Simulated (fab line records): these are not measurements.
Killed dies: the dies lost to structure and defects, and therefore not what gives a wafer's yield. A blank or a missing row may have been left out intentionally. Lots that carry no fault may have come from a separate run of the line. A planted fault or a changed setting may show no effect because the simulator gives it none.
fab line records	flow n5Finfet
record: lots: 7	wafers: 21
route steps=1938 shown MOL_CONTACT_COAG@523 BEOL_M0_SAQP@641
startH: hours from the record's opening day to when the first of the lot's shown wafers began	waitH: hours since the lot's step before	" same as the row above	L1.1+2: a row that stands for several wafers	- no value present, or no start provided	* or withheld: withheld	< > ~ a bound
route shown NAME@n: names a module that has steps shown in the file, with the first one's number in the route	usual: average and standard deviation across the fault-free wafers	same: alike in all rows	chamber/n: place in a boat	sites: the reading at each site	_std_site: the values' standard deviation	_edge_site: outer sites' mean less inner sites'	radiusMm: how far each site lies from the wafer's centre	mask NAME#n: copy n	behind: the last tool/chamber to shape the wafer	hold: reason for holding the lot/hours on hold/outcome of the hold	device: whichever transistor did not switch (one of n, p or np)	end of line: the route-end tests of the same wafers	a step without rows: its recipe alone	killed: count of dies lost to structure and defects at first sort (not the wafer's yield)	map: a wafer's dies, x killed, . not, _ none there
set.NAME: the setting that was run; set.NAME@STEP: the one run at that earlier step	model.NAME: the simulator's own value behind a step, which no gauge read
lots whose settings were changed on purpose; a table a step, a row a wafer
== steps ==
step: N5_MOL_CONTACT_COAG_EXPOSE_05
recipe: maskId: CA	na: 0.33	sourceShape: annular	sigmaInner: 0.4	sigmaOuter: 0.8	polarization: unpolarized	defocusNm: 0	doseMj: 38.25
lot.wafer	tool	chamber	startH	waitH	mask	set.doseMj
L074.1	euvScanner-01	0	90.35	-	CA#0	36.35
L074.3+6	"	0	"	"	CA#0	38.25
L076.2	euvScanner-02	0	101.78	-	CA#0	36.54
L076.3+4	"	0	"	"	CA#0	38.25
L078.4	euvScanner-02	0	110.68	-	CA#0	39.79
L078.5+6	"	0	"	"	CA#0	38.25
L082.2	euvScanner-02	0	136.32	-	CA#0	38.25
L082.4+6	"	0	"	"	CA#0	40.57
L084.2+4+6	euvScanner-02	0	144.37	-	CA#0	38.25
L085.3+4+5	euvScanner-02	0	151.22	-	CA#0	38.25
L093.1	euvScanner-02	0	201.95	-	CA#0	38.25
L093.4+6	"	0	"	"	CA#0	36.86
step: N5_MOL_CONTACT_COAG_PEB_06
recipe: pebTempC: 100	pebTimeS: 60	resist: CAR-EUV
step: N5_MOL_CONTACT_COAG_DEVELOP_07
recipe: developTimeS: 30	developer: TMAH	resist: CAR-EUV	rinseLiquid: surfactantRinse	dry: airSpin	devTempC: 23
step: N5_MOL_CONTACT_COAG_CD_MEAS_08
recipe: targetCdNm: 28	landingEnergyEv: 500	detector: seInlens	polarity: opening
usual: cdNm: 27.96/0.25
lot.wafer	tool	chamber	startH	waitH	set.doseMj@MOL_CONTACT_COAG_EXPOSE_05	cdNm
L074.1	cdSem-02	0	90.48	-	36.35	26.99
L074.3	"	0	"	"	38.25	28.42
L074.6	"	0	"	"	38.25	28.04
L076.2	cdSem-01	0	101.91	-	36.54	27.16
L076.3	"	0	"	"	38.25	27.72
L076.4	"	0	"	"	38.25	28.34
L078.4	cdSem-03	0	110.80	-	39.79	28.49
L078.5	"	0	"	"	38.25	28.07
L078.6	"	0	"	"	38.25	27.79
L082.2	cdSem-02	0	136.44	-	38.25	27.74
L082.4	"	0	"	"	40.57	29.07
L082.6	"	0	"	"	40.57	28.96
L084.2	cdSem-02	0	144.50	-	38.25	28.08
L084.4	"	0	"	"	38.25	28.08
L084.6	"	0	"	"	38.25	28.11
L085.3	cdSem-01	0	151.34	-	38.25	28.23
L085.4	"	0	"	"	38.25	28.64
L085.5	"	0	"	"	38.25	28.04
L093.1	cdSem-01	0	202.08	-	38.25	28.03
L093.4	"	0	"	"	36.86	27.43
L093.6	"	0	"	"	36.86	27.42
step: N5_MOL_CONTACT_COAG_DESCUM_13
recipe: chemistry: O2	timeS: 7	sourcePowerW: 50	biasPowerW: 20	pressureMtorr: 20	rfFrequencyHz: 2.712e+07	tempC: 40	resist: CAR-EUV	o2FlowSccm: 225
step: N5_MOL_CONTACT_COAG_ETCH_59
recipe: chemistry: N2/H2	target: underlayer	targetDepthA: 130	maskMaterial: CAR-EUV	timeS: 10.4	ionEnergyEv: 200	pressureMtorr: 30	sourceW: 840	biasW: 150	n2FlowSccm: 200	h2FlowSccm: 200	ends: cleared
lot.wafer	tool	chamber	startH	waitH	set.doseMj@MOL_CONTACT_COAG_EXPOSE_05	model.MOL_CONTACT_COAG.cdOffsetNm
L074.1	rieDiel-04	3	90.64	0.0	36.35	-1
L074.3	"	2	"	"	38.25	0.2
L074.6	"	2	"	"	38.25	0
L076.2	rieDiel-04	1	102.08	0.0	36.54	-1
L076.3	"	3	"	"	38.25	0
L076.4	"	0	"	"	38.25	0.4
L078.4	rieDiel-02	3	111.00	0.0	39.79	0.8
L078.5	"	0	"	"	38.25	0
L078.6	"	1	"	"	38.25	0.2
L082.2	rieDiel-05	0	136.85	0.0	38.25	0
L082.4	"	2	"	"	40.57	1.4
L082.6	"	3	"	"	40.57	1.2
L084.2	rieDiel-02	1	144.71	0.0	38.25	-0.2
L084.4+6	"	3,0	"	"	38.25	0
L085.3	rieDiel-05	0	151.56	0.0	38.25	0
L085.4	"	3	"	"	38.25	0.4
L085.5	"	0	"	"	38.25	-0.2
L093.1	rieDiel-05	2	202.25	0.0	38.25	0
L093.4	"	0	"	"	36.86	-0.6
L093.6	"	1	"	"	36.86	-0.8
step: N5_MOL_CONTACT_COAG_ETCH_105
recipe: chemistry: CF4	target: SiARC	targetDepthA: 156	maskMaterial: CAR-EUV	timeS: 26	ionEnergyEv: 80	pressureMtorr: 40	sourceW: 545	biasW: 36	Ar_flow_sccm: 100	cf4FlowSccm: 100	ends: cleared
lot.wafer	tool	chamber	startH	waitH	set.doseMj@MOL_CONTACT_COAG_EXPOSE_05	model.MOL_CONTACT_COAG.cdOffsetNm
L074.1	rieDiel-04	3	90.66	0.0	36.35	-1
L074.3	"	2	"	"	38.25	0.4
L074.6	"	2	"	"	38.25	0
L076.2	rieDiel-04	1	102.10	0.0	36.54	-0.8
L076.3	"	3	"	"	38.25	0
L076.4	"	0	"	"	38.25	0.2
L078.4	rieDiel-02	3	111.02	0.0	39.79	0.6
L078.5	"	0	"	"	38.25	0
L078.6	"	1	"	"	38.25	0.2
L082.2	rieDiel-05	0	136.87	0.0	38.25	0
L082.4+6	"	2,3	"	"	40.57	1.4
L084.2+4	rieDiel-02	1,3	144.73	0.0	38.25	-0.2
L084.6	"	0	"	"	38.25	0.2
L085.3	rieDiel-05	0	151.58	0.0	38.25	0
L085.4	"	3	"	"	38.25	0.4
L085.5	"	0	"	"	38.25	-0.2
L093.1	rieDiel-05	2	202.27	0.0	38.25	0.2
L093.4	"	0	"	"	36.86	-0.8
L093.6	"	1	"	"	36.86	-0.6
step: N5_MOL_CONTACT_COAG_ETCH_106
recipe: chemistry: N2/H2	target: SOC	targetDepthA: 800	overetchA: 160	maskMaterial: SiARC	tempC: 40	timeS: 120	ionEnergyEv: 200	pressureMtorr: 30	sourceW: 840	biasW: 150	n2FlowSccm: 200	h2FlowSccm: 200
lot.wafer	tool	chamber	startH	waitH	set.doseMj@MOL_CONTACT_COAG_EXPOSE_05	model.MOL_CONTACT_COAG.cdOffsetNm
L074.1	rieDiel-04	3	90.68	0.0	36.35	-0.8
L074.3	"	2	"	"	38.25	0.6
L074.6	"	2	"	"	38.25	0
L076.2	rieDiel-04	1	102.13	0.0	36.54	-0.8
L076.3	"	3	"	"	38.25	0
L076.4	"	0	"	"	38.25	-0.2
L078.4	rieDiel-02	3	111.04	0.0	39.79	0.6
L078.5	"	0	"	"	38.25	0
L078.6	"	1	"	"	38.25	0.2
L082.2	rieDiel-05	0	136.89	0.0	38.25	0.6
L082.4+6	"	2,3	"	"	40.57	1.4
L084.2	rieDiel-02	1	144.76	0.0	38.25	0
L084.4	"	3	"	"	38.25	-0.4
L084.6	"	0	"	"	38.25	0.2
L085.3	rieDiel-05	0	151.60	0.0	38.25	0
L085.4	"	3	"	"	38.25	0.4
L085.5	"	0	"	"	38.25	-0.2
L093.1	rieDiel-05	2	202.30	0.0	38.25	0
L093.4+6	"	0,1	"	"	36.86	-0.8
step: N5_MOL_CONTACT_COAG_STRIP_107
recipe: chemistry: N2/H2	tempC: 40	n2FlowSccm: 200	h2FlowSccm: 200	rfFrequencyHz: 6e+07
step: N5_MOL_CONTACT_COAG_STRIP_108
recipe: chemistry: N2/H2	tempC: 40	n2FlowSccm: 200	h2FlowSccm: 200	rfFrequencyHz: 6e+07
step: N5_MOL_CONTACT_COAG_CONTACT_ETCH_14
recipe: chemistry: C4F6/O2	target: SiO2	targetDepthA: 275	overetchA: 85	maskMaterial: SOC	pressureMtorr: 30	sourceW: 370	biasW: 185	Ar_flow_sccm: 300	C4F6_flow_sccm: 16	O2_flow_sccm: 10	timeS: 20	ionEnergyEv: 259.6
lot.wafer	tool	chamber	startH	waitH	set.doseMj@MOL_CONTACT_COAG_EXPOSE_05	model.MOL_CONTACT_COAG.cdOffsetNm
L074.1	rieDiel-04	3	90.78	0.0	36.35	-0.6
L074.3	"	2	"	"	38.25	0.8
L074.6	"	2	"	"	38.25	0.2
L076.2	rieDiel-04	1	102.23	0.0	36.54	-0.8
L076.3	"	3	"	"	38.25	0.2
L076.4	"	0	"	"	38.25	0
L078.4	rieDiel-02	3	111.14	0.0	39.79	0.6
L078.5	"	0	"	"	38.25	0.2
L078.6	"	1	"	"	38.25	0
L082.2	rieDiel-05	0	136.99	0.0	38.25	0.4
L082.4+6	"	2,3	"	"	40.57	1.4
L084.2	rieDiel-02	1	144.86	0.0	38.25	-0.2
L084.4	"	3	"	"	38.25	-0.4
L084.6	"	0	"	"	38.25	0.2
L085.3	rieDiel-05	0	151.71	0.0	38.25	0
L085.4	"	3	"	"	38.25	0.4
L085.5	"	0	"	"	38.25	-0.2
L093.1	rieDiel-05	2	202.40	0.0	38.25	0
L093.4+6	"	0,1	"	"	36.86	-0.8
step: N5_MOL_CONTACT_COAG_STRIP_109
recipe: chemistry: C4F6/O2	resist: SiARC	rfFrequencyHz: 6e+07
step: N5_MOL_CONTACT_COAG_ETCH_15
recipe: chemistry: CH3F/O2	target: SiNx	targetDepthA: 70	maskMaterial: SOC	stopOn: Si:P	overEtchFrac: 0.75	ionEnergyEv: 120	pressureMtorr: 30	sourceW: 395	biasW: 73	Ar_flow_sccm: 150	CH3F_flow_sccm: 30	O2_flow_sccm: 20
lot.wafer	tool	chamber	startH	waitH	set.doseMj@MOL_CONTACT_COAG_EXPOSE_05	model.MOL_CONTACT_COAG.cdOffsetNm
L074.1	rieDiel-04	3	90.82	0.0	36.35	-0.6
L074.3	"	2	"	"	38.25	0.8
L074.6	"	2	"	"	38.25	0.2
L076.2	rieDiel-04	1	102.27	0.0	36.54	-1
L076.3+4	"	3,0	"	"	38.25	0
L078.4	rieDiel-02	3	111.18	0.0	39.79	0.6
L078.5+6	"	0,1	"	"	38.25	0
L082.2	rieDiel-05	0	137.03	0.0	38.25	0.4
L082.4+6	"	2,3	"	"	40.57	1.4
L084.2	rieDiel-02	1	144.90	0.0	38.25	-0.2
L084.4	"	3	"	"	38.25	-0.4
L084.6	"	0	"	"	38.25	0.2
L085.3	rieDiel-05	0	151.74	0.0	38.25	0
L085.4	"	3	"	"	38.25	0.4
L085.5	"	0	"	"	38.25	-0.2
L093.1	rieDiel-05	2	202.43	0.0	38.25	0
L093.4+6	"	0,1	"	"	36.86	-0.8
step: N5_MOL_CONTACT_COAG_ETCH_110
recipe: chemistry: CF4/O2	target: Si	targetDepthA: 25	timeS: 8	pressureMtorr: 100	sourceW: 200	biasW: 12	ionEnergyEv: 60	Ar_flow_sccm: 100	cf4FlowSccm: 100	O2_flow_sccm: 10
step: N5_MOL_CONTACT_COAG_STRIP_98
recipe: chemistry: N2/H2	powerW: 500	tempC: 40	pressureMtorr: 50	rfFrequencyHz: 6e+07	overashFraction: 0.3	biasPowerW: 8	h2Frac: 0.5	n2FlowSccm: 300	h2FlowSccm: 300
step: N5_MOL_CONTACT_COAG_CD_MEAS_99
recipe: targetCdNm: 17.2	polarity: opening
usual: cdNm: 17.3/0.4
lot.wafer	tool	chamber	startH	waitH	set.doseMj@MOL_CONTACT_COAG_EXPOSE_05	cdNm
L074.1	cdSem-03	-	91.00	-	36.35	16.4
L074.3	"	-	"	"	38.25	18.0
L074.6	"	-	"	"	38.25	17.6
L076.2	cdSem-02	-	102.45	-	36.54	16.4
L076.3	"	-	"	"	38.25	17.4
L076.4	"	-	"	"	38.25	17.5
L078.4	cdSem-02	-	111.36	-	39.79	18.0
L078.5	"	-	"	"	38.25	17.2
L078.6	"	-	"	"	38.25	17.8
L082.2	cdSem-03	-	137.21	-	38.25	17.6
L082.4	"	-	"	"	40.57	18.8
L082.6	"	-	"	"	40.57	18.5
L084.2	cdSem-01	-	145.08	-	38.25	16.8
L084.4	"	-	"	"	38.25	16.6
L084.6	"	-	"	"	38.25	17.4
L085.3	cdSem-02	-	151.92	-	38.25	17.5
L085.4	"	-	"	"	38.25	17.3
L085.5	"	-	"	"	38.25	16.8
L093.1	cdSem-03	-	202.62	-	38.25	17.2
L093.4	"	-	"	"	36.86	16.4
L093.6	"	-	"	"	36.86	16.6
step: N5_MOL_CONTACT_COAG_PECVD_31
recipe: material: SiO2	targetThkA: 460	tempC: 400	precursor: TEOS/O2	pressureTorr: 6.5	rfW: withheld	teosFlowSccm: withheld	gas: O2	flowSccm: 2650	timeS: 8.9
lot.wafer	tool	chamber	startH	waitH	set.tempC	model.SiO2_of_MOL_CONTACT_COAG_PECVD_31.thkNm
L074.1	pecvd-03	2	100.60	0.3	406.6	43.2
L074.3	"	1	"	"	406.6	43.6
L074.6	"	1	"	"	400	46.4
L076.2	pecvd-04	1	111.44	0.3	400	45.4
L076.3	"	2	"	"	400	45
L076.4	"	0	"	"	400	45.8
L078.4	pecvd-03	0	121.14	0.3	400	46.2
L078.5	"	2	"	"	400	45
L078.6	"	1	"	"	400	45.6
L082.2	pecvd-01	2	145.62	0.3	400	46
L082.4	"	1	"	"	400	46.6
L082.6	"	2	"	"	400	46.8
L084.2	pecvd-01	2	152.38	0.3	400	45.4
L084.4	"	2	"	"	400	45.8
L084.6	"	0	"	"	400	45.6
L085.3	pecvd-01	0	161.07	0.3	400	46
L085.4	"	1	"	"	390.9	49.2
L085.5	"	0	"	"	390.9	49
L093.1	pecvd-03	1	211.99	0.3	413.8	40.6
L093.4	"	0	"	"	400	45.4
L093.6	"	2	"	"	400	45
step: N5_MOL_CONTACT_COAG_COAT_75
recipe: resist: SOC	tempC: 250	timeS: 60	spinRpm: 1500	resistThkNm: 60
step: N5_MOL_CONTACT_COAG_COAT_76
recipe: resist: SiARC	tempC: 220	timeS: 60	spinRpm: 1500	resistThkNm: 10
step: N5_MOL_CONTACT_COAG_ETCHBACK_135
recipe: chemistry: CHF3	target: SiO2	targetDepthA: 250	timeS: 16.7	ionEnergyEv: 200	pressureMtorr: 30	sourceW: 610	biasW: 170	Ar_flow_sccm: 200	CHF3_flow_sccm: 50
step: N5_MOL_CONTACT_COAG_STRIP_118
recipe: chemistry: CHF3	resist: SiARC	rfFrequencyHz: 6e+07
step: N5_MOL_CONTACT_COAG_VIA_ETCH_46
recipe: chemistry: C4F6/O2	targetDepthA: 460	overetchA: 92	maskMaterial: SOC	target: SiO2	biasW: 455	pressureMtorr: 10	timeS: 40	sourceW: 325	Ar_flow_sccm: 300	C4F6_flow_sccm: 10	O2_flow_sccm: 10	ionEnergyEv: 575.3	ends: endPoint
lot.wafer	tool	chamber	startH	waitH	set.tempC@MOL_CONTACT_COAG_PECVD_31	model.etch.depthNm
L074.1	rieDiel-02	2	102.08	0.0	406.6	43.2
L074.3	"	0	"	"	406.6	43.51
L074.6	"	3	"	"	400	46.45
L076.2	rieDiel-02	2	112.79	0.0	400	45.36
L076.3	"	3	"	"	400	44.93
L076.4	"	1	"	"	400	45.87
L078.4	rieDiel-02	2	122.44	0.0	400	46.29
L078.5	"	1	"	"	400	44.93
L078.6	"	0	"	"	400	45.57
L082.2	rieDiel-05	0	146.92	0.0	400	46.1
L082.4	"	1	"	"	400	46.59
L082.6	"	1	"	"	400	46.76
L084.2	rieDiel-02	2	153.51	0.0	400	45.37
L084.4	"	3	"	"	400	45.76
L084.6	"	2	"	"	400	45.62
L085.3	rieDiel-02	1	162.37	0.0	400	46.08
L085.4	"	2	"	"	390.9	49.16
L085.5	"	0	"	"	390.9	48.95
L093.1	rieDiel-02	2	213.05	0.0	413.8	40.69
L093.4	"	1	"	"	400	45.44
L093.6	"	2	"	"	400	45.02
step: N5_BEOL_M0_SAQP_COAT_81
recipe: resist: SOC	tempC: 250	timeS: 60	spinRpm: 1500	resistThkNm: 100
lot.wafer	tool	chamber	startH	waitH	set.spinRpm	model.SOC_of_BEOL_M0_SAQP_COAT_81.thkNm
L074.1+6	lithoTrack-02	0	109.78	0.1	1561	98.4
L074.3	"	0	"	"	1561	98.2
L076.2	lithoTrack-02	0	120.06	0.1	1500	100
L076.3	"	0	"	"	1431	102.6
L076.4	"	0	"	"	1500	100.4
L078.4	lithoTrack-02	0	130.05	0.0	1500	99.4
L078.5	"	0	"	"	1500	99.2
L078.6	"	0	"	"	1559	97.4
L082.2+6	lithoTrack-03	0	157.81	0.1	1500	100.6
L082.4	"	0	"	"	1500	100.2
L084.2	lithoTrack-02	0	163.49	0.1	1500	100.2
L084.4	"	0	"	"	1500	99.8
L084.6	"	0	"	"	1500	100
L085.3+5	lithoTrack-03	0	170.50	0.1	1417	103.2
L085.4	"	0	"	"	1500	100.2
L093.1	lithoTrack-02	0	220.52	0.1	1500	100.4
L093.4+6	"	0	"	"	1500	100.6
step: N5_BEOL_M0_SAQP_DEVELOP_13
recipe: developTimeS: 30	developer: TMAH	resist: CAR-ArF	devTempC: 23	rinseLiquid: diw	dry: airSpin
lot.wafer	tool	chamber	startH	waitH	set.developTimeS
L074.1	lithoTrack-01	0	-	-	30
L074.3+6	"	0	"	"	31.93
L076.2+3	lithoTrack-02	0	-	-	26.35
L076.4	"	0	"	"	30
L078.4+5+6	lithoTrack-02	0	-	-	36.53
L082.2+4	lithoTrack-02	0	-	-	30
L082.6	"	0	"	"	32.13
L084.2+4+6	lithoTrack-02	0	-	-	30
L085.3+4+5	lithoTrack-01	0	-	-	30
L093.1+4	lithoTrack-01	0	-	-	30
L093.6	"	0	"	"	35.06
step: N5_BEOL_M0_SAQP_DESCUM_19
recipe: chemistry: O2	timeS: 7.9	sourcePowerW: 50	biasPowerW: 20	pressureMtorr: 20	rfFrequencyHz: 2.712e+07	tempC: 40	resist: CAR-ArF	o2FlowSccm: 225
step: N5_BEOL_M0_SAQP_ETCH_83
recipe: chemistry: CF4	target: SiARC	targetDepthA: 390	maskMaterial: CAR-ArF	timeS: 65	ionEnergyEv: 80	pressureMtorr: 40	sourceW: 545	biasW: 36	Ar_flow_sccm: 100	cf4FlowSccm: 100	ends: cleared
step: N5_BEOL_M0_SAQP_ETCH_84
recipe: chemistry: N2/H2	target: SOC	targetDepthA: 1000	overetchA: 200	maskMaterial: SiARC	tempC: 40	timeS: 150	ionEnergyEv: 200	pressureMtorr: 30	sourceW: 840	biasW: 150	n2FlowSccm: 200	h2FlowSccm: 200
lot.wafer	tool	chamber	startH	waitH	set.spinRpm@BEOL_M0_SAQP_COAT_81	model.etch.depthNm
L074.1	rieDiel-01	2	110.32	0.0	1561	98.32
L074.3	"	0	"	"	1561	98.28
L074.6	"	2	"	"	1561	98.34
L076.2	rieDiel-06	3	120.60	0.0	1500	100
L076.3	"	2	"	"	1431	102.6
L076.4	"	3	"	"	1500	100.3
L078.4	rieDiel-03	1	130.61	0.0	1500	99.36
L078.5	"	1	"	"	1500	99.26
L078.6	"	2	"	"	1559	97.36
L082.2	rieDiel-06	1	158.46	0.0	1500	100.5
L082.4	"	2	"	"	1500	100.2
L082.6	"	3	"	"	1500	100.7
L084.2	rieDiel-03	2	163.91	0.0	1500	100.3
L084.4	"	0	"	"	1500	99.79
L084.6	"	0	"	"	1500	99.94
L085.3	rieDiel-03	1	170.92	0.0	1417	103.1
L085.4	"	0	"	"	1500	100.2
L085.5	"	3	"	"	1417	103.2
L093.1	rieDiel-03	0	220.94	0.0	1500	100.4
L093.4	"	1	"	"	1500	100.6
L093.6	"	0	"	"	1500	100.5
step: N5_BEOL_M0_SAQP_STRIP_80
recipe: chemistry: N2/H2	tempC: 40	n2FlowSccm: 200	h2FlowSccm: 200	rfFrequencyHz: 6e+07
step: N5_BEOL_M0_SAQP_HM_OPEN_112
recipe: chemistry: CHF3/O2	target: SiO2	stopOn: a-Si	targetDepthA: 120	overEtchFrac: 1.25	maskMaterial: SOC	timeS: 13.5	pressureMtorr: 30	sourceW: 650	biasW: 170	Ar_flow_sccm: 200	CHF3_flow_sccm: 50	O2_flow_sccm: 5	ionEnergyEv: 200	ends: endPoint
step: N5_BEOL_M0_SAQP_STRIP_113
recipe: chemistry: CHF3/O2	resist: SiARC	rfFrequencyHz: 6e+07
step: N5_BEOL_M0_SAQP_MANDREL_ETCH_20
recipe: targetDepthA: 600	chemistry: HBr/Cl2	target: a-Si	stopOn: SiNx	btTimeS: 10	maskMaterial: SOC	overEtchFrac: 0.5	timeS: 30	pressureMtorr: 10	icpW: 800	biasW: 75	HBr_flow_sccm: 150	Cl2_flow_sccm: 80	ends: endPoint
lot.wafer	tool	chamber	startH	waitH	set.spinRpm@BEOL_M0_SAQP_COAT_81	model.SOC_of_BEOL_M0_SAQP_COAT_81.thkNm
L074.1	rieSi-05	2	110.51	0.0	1561	74.6
L074.3	"	3	"	"	1561	74.2
L074.6	"	1	"	"	1561	74.8
L076.2	rieSi-05	2	120.79	0.0	1500	76.4
L076.3	"	3	"	"	1431	78.4
L076.4	"	1	"	"	1500	77
L078.4	rieSi-05	0	130.80	0.0	1500	75.8
L078.5	"	3	"	"	1500	75.2
L078.6	"	2	"	"	1559	73.6
L082.2	rieSi-03	2	158.65	0.0	1500	76
L082.4	"	0	"	"	1500	75.8
L082.6	"	1	"	"	1500	77.4
L084.2	rieSi-03	2	164.10	0.0	1500	75.6
L084.4	"	3	"	"	1500	76
L084.6	"	1	"	"	1500	76.6
L085.3	rieSi-02	0	171.11	0.0	1417	79.6
L085.4	"	3	"	"	1500	76
L085.5	"	3	"	"	1417	79
L093.1	rieSi-05	3	221.13	0.0	1500	76.2
L093.4	"	2	"	"	1500	76.4
L093.6	"	1	"	"	1500	77.2
== key ==
split: step: N5_MOL_CONTACT_COAG_EXPOSE_05	setting: doseMj	stated: 38.25	by: wafer
response: step: N5_MOL_CONTACT_COAG_CD_MEAS_08	reading: cdNm	change: +0.2	per: 1%	r: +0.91
response: step: N5_MOL_CONTACT_COAG_ETCH_59	reading: model.MOL_CONTACT_COAG.cdOffsetNm	change: +0.217	per: 1%	r: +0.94
response: step: N5_MOL_CONTACT_COAG_ETCH_105	reading: model.MOL_CONTACT_COAG.cdOffsetNm	change: +0.214	per: 1%	r: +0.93
response: step: N5_MOL_CONTACT_COAG_ETCH_106	reading: model.MOL_CONTACT_COAG.cdOffsetNm	change: +0.166	per: 1%	r: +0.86
response: step: N5_MOL_CONTACT_COAG_CONTACT_ETCH_14	reading: model.MOL_CONTACT_COAG.cdOffsetNm	change: +0.185	per: 1%	r: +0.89
response: step: N5_MOL_CONTACT_COAG_ETCH_15	reading: model.MOL_CONTACT_COAG.cdOffsetNm	change: +0.192	per: 1%	r: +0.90
response: step: N5_MOL_CONTACT_COAG_CD_MEAS_99	reading: cdNm	change: +0.201	per: 1%	r: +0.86
split: step: N5_MOL_CONTACT_COAG_PECVD_31	setting: tempC	stated: 400	by: wafer
response: step: N5_MOL_CONTACT_COAG_PECVD_31	reading: model.SiO2_of_MOL_CONTACT_COAG_PECVD_31.thkNm	change: -1.41	per: 1%	r: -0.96
response: step: N5_MOL_CONTACT_COAG_VIA_ETCH_46	reading: model.etch.depthNm	change: -1.39	per: 1%	r: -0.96
split: step: N5_BEOL_M0_SAQP_COAT_81	setting: spinRpm	stated: 1500	by: wafer
response: step: N5_BEOL_M0_SAQP_COAT_81	reading: model.SOC_of_BEOL_M0_SAQP_COAT_81.thkNm	change: -0.522	per: 1%	r: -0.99
response: step: N5_BEOL_M0_SAQP_ETCH_84	reading: model.etch.depthNm	change: -0.517	per: 1%	r: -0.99
response: step: N5_BEOL_M0_SAQP_MANDREL_ETCH_20	reading: model.SOC_of_BEOL_M0_SAQP_COAT_81.thkNm	change: -0.499	per: 1%	r: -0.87
split: step: N5_BEOL_M0_SAQP_DEVELOP_13	setting: developTimeS	stated: 30	by: wafer
response none clear
